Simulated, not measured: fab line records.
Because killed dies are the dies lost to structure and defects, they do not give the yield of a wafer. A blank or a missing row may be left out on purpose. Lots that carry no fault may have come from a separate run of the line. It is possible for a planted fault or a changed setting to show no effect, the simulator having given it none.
Check for tools in common | flow nand-harc | 42 wafers sampled across 14 lots

WHY THIS WAS OPENED
On 2 of the 14 lots, a flag is raised at NHARC_A_ONON_D2_THK_MEAS_24 on the reading thk-nm. Fault-free wafers read 1004 nm, with a standard deviation of 8.6.
Rule: a lot is flagged when every wafer of it that has a number lies more than 4 standard deviations from that mean, or none has a number. All remaining lots are regarded as sound.

lot  | measured     | on            | thk-nm (nm), wafer by wafer | flag
L580 | day 12 01:49 | film-metro-01 | 1000 998 999                |
L581 | day 12 01:50 | film-metro-01 | 1003 1002 1000              |
L584 | day 13 08:31 | film-metro-01 | 1019 1018 1018              |
L583 | day 14 10:28 | film-metro-02 | 996 999 997                 |
L588 | day 15 17:33 | film-metro-01 | 1449 1451 1450              | FLAGGED
L589 | day 15 21:04 | film-metro-01 | 1466 1466 1469              | FLAGGED
L591 | day 16 09:47 | film-metro-02 | 1016 1017 1017              |
L595 | day 17 17:03 | film-metro-01 | 1005 1005 1007              |
L596 | day 18 08:19 | film-metro-02 | 1013 1015 1013              |
L600 | day 19 21:08 | film-metro-01 | 995 994 995                 |
L599 | day 19 21:22 | film-metro-01 | 1006 1006 1006              |
L601 | day 20 20:35 | film-metro-01 | 995 994 996                 |
L602 | day 20 20:36 | film-metro-02 | 1011 1011 1013              |
L603 | day 21 10:19 | film-metro-02 | 994 995 995                 |
Average over the flagged lots: 1458 nm; offset from the usual +454 nm, equal to +53 standard deviations.

WHICH TOOL RAN EACH LOT
2 process steps preceding the reading are held in the record, out of 1302 steps in the route. In each cell: the tool, then ch and the chambers that the sampled wafers went through, then the start.
lot  | flag    | NHARC_A_DECK1_JOINT_CMP_02    | NHARC_A_ONON_D2_DEP_22
L580 |         | cmp-01 ch 0,1,2, day 11 13:30 | pecvd-onon-04 ch 0, day 12 01:22
L581 |         | cmp-02 ch 1,2,3, day 11 13:30 | pecvd-onon-03 ch 0, day 12 01:26
L584 |         | cmp-01 ch 1,2, day 12 19:50   | pecvd-onon-02 ch 0, day 13 08:01
L583 |         | cmp-03 ch 0,2,3, day 13 20:30 | pecvd-onon-02 ch 0, day 14 10:04
L588 | FLAGGED | cmp-01 ch 0,1,3, day 15 01:59 | pecvd-onon-03 ch 0, day 15 17:06
L589 | FLAGGED | cmp-03 ch 0,2,3, day 15 08:32 | pecvd-onon-03 ch 0, day 15 20:33
L591 |         | cmp-02 ch 1,2, day 15 20:53   | pecvd-onon-04 ch 0, day 16 09:16
L595 |         | cmp-02 ch 0,1,3, day 17 04:35 | pecvd-onon-02 ch 0, day 17 16:39
L596 |         | cmp-01 ch 0,1,3, day 17 19:52 | pecvd-onon-04 ch 0, day 18 07:55
L600 |         | cmp-03 ch 2,3, day 19 09:04   | pecvd-onon-03 ch 0, day 19 20:47
L599 |         | cmp-01 ch 0,1,2, day 19 09:04 | pecvd-onon-02 ch 0, day 19 20:54
L601 |         | cmp-01 ch 1,3, day 20 08:19   | pecvd-onon-03 ch 0, day 20 20:08
L602 |         | cmp-02 ch 0,1,3, day 20 08:17 | pecvd-onon-02 ch 0, day 20 20:05
L603 |         | cmp-02 ch 0,1,3, day 20 17:34 | pecvd-onon-04 ch 0, day 21 09:48
What the steps here do:
- NHARC_A_DECK1_JOINT_CMP_02: polishes SiOx.
- NHARC_A_ONON_D2_DEP_22: target thk 1000 nm.
- NHARC_A_ONON_D2_THK_MEAS_24: measures by ellipsometry.

FLAGGED AGAINST TOTAL, ONE TOOL AT A TIME (gauges that did the reading follow at the end)
step                        | tool          | lots run | flagged | share of the flagged lots | sound lots run after its first flagged lot
NHARC_A_DECK1_JOINT_CMP_02  | cmp-01        | 6        | 1       | some                      | 3 (L596,L599,L601)
NHARC_A_DECK1_JOINT_CMP_02  | cmp-02        | 5        | 0       | none                      | -
NHARC_A_DECK1_JOINT_CMP_02  | cmp-03        | 3        | 1       | some                      | 1 (L600)
NHARC_A_ONON_D2_DEP_22      | pecvd-onon-02 | 5        | 0       | none                      | -
NHARC_A_ONON_D2_DEP_22      | pecvd-onon-03 | 5        | 2       | all                       | 2 (L600,L601)
NHARC_A_ONON_D2_DEP_22      | pecvd-onon-04 | 4        | 0       | none                      | -
NHARC_A_ONON_D2_THK_MEAS_24 | film-metro-01 | 9        | 2       | all                       | 4 (L595,L600,L599,L601)
NHARC_A_ONON_D2_THK_MEAS_24 | film-metro-02 | 5        | 0       | none                      | -

WHAT THE TABLE PERMITS
2 rows of the table ran every flagged lot: pecvd-onon-03 at NHARC_A_ONON_D2_DEP_22, film-metro-01 at NHARC_A_ONON_D2_THK_MEAS_24.
- pecvd-onon-03 at NHARC_A_ONON_D2_DEP_22 ran 5 lots, 2 of them flagged. Sound lots ran on it after the first flagged one (L600, L601), which a lasting fault on the whole tool wouldn't allow.
- film-metro-01 at NHARC_A_ONON_D2_THK_MEAS_24 ran 9 lots, 2 of them flagged. Sound lots ran on it after the first flagged one (L595, L600, L599, L601), which a lasting fault on the whole tool wouldn't allow.
None of the table's rows ran every flagged lot and, after the first, no sound lot.

WHAT HAD BEEN PUT IN BY THE SIMULATOR
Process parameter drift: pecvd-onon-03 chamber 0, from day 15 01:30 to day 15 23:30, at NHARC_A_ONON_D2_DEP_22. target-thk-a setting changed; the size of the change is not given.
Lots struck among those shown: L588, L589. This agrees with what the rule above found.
